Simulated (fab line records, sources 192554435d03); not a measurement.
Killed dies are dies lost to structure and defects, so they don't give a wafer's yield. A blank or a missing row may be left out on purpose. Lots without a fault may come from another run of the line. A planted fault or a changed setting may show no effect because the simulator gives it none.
Chamber matching | flow n5_finfet | N5_BEOL_M4_ALD_84 on ald_metal-02: 4 sister chambers
The step deposits TaN, pulse time 2 s, purge time 3 s, co reactant purge time 2 s. 14 wafers are shown with their chamber, then 7 later ones without.

WAFERS WITH THEIR CHAMBER
wafer  | chamber | heater_power_w (W) | mfc_carrier_sccm (sccm)
L074.3 | 0       | 431                | 1497
L074.4 | 3       | 469                | 1494
L074.5 | 1       | 382                | 1496
L075.2 | 3       | 471                | 1499
L075.3 | 0       | 440                | 1502
L075.5 | 2       | 317                | 1505
L082.1 | 0       | 439                | 1501
L082.3 | 3       | 472                | 1497
L082.6 | 3       | 465                | 1495
L086.4 | 3       | 470                | 1495
L086.5 | 1       | 384                | 1500
L086.6 | 0       | 432                | 1497
L089.1 | 3       | 477                | 1494
L089.2 | 0       | 443                | 1512

SIGNATURES (means of the wafers above)
reading          | chamber 0 | chamber 1 | chamber 2 | chamber 3 | scatter within a chamber
heater_power_w   | 437.00    | 383.00    | 317.00    | 470.67    | 4.35
mfc_carrier_sccm | 1501.80   | 1498.00   | 1505.00   | 1495.67   | 4.22
Rule: a wafer's distance from a chamber is the root of the sum, over the readings, of the square of ((its reading less the chamber's mean) divided by the reading's scatter). The wafer belongs to the nearest chamber; if the next one is less than 2 further off, it can't be placed. The scatter: the root of (the sum of the squares of (reading less its chamber's mean) over the shown wafers, divided by (wafers less chambers)).

WAFERS WITHOUT THEIR CHAMBER
wafer  | heater_power_w (W) | mfc_carrier_sccm (sccm)
L089.4 | 320                | 1501
L088.1 | 475                | 1501
L088.4 | 308                | 1503
L088.6 | 327                | 1503
L095.2 | 476                | 1500
L095.4 | 322                | 1500
L095.6 | 487                | 1509

WHICH CHAMBER EACH WENT THROUGH
wafer  | from the rows above | in truth
L089.4 | 2                   | 2
L088.1 | 3                   | 3
L088.4 | 2                   | 2
L088.6 | 2                   | 2
L095.2 | 3                   | 3
L095.4 | 2                   | 2
L095.6 | 3                   | 3
Placed correctly: 7 of 7. Can't be placed from these rows: 0. Placed wrongly: 0.
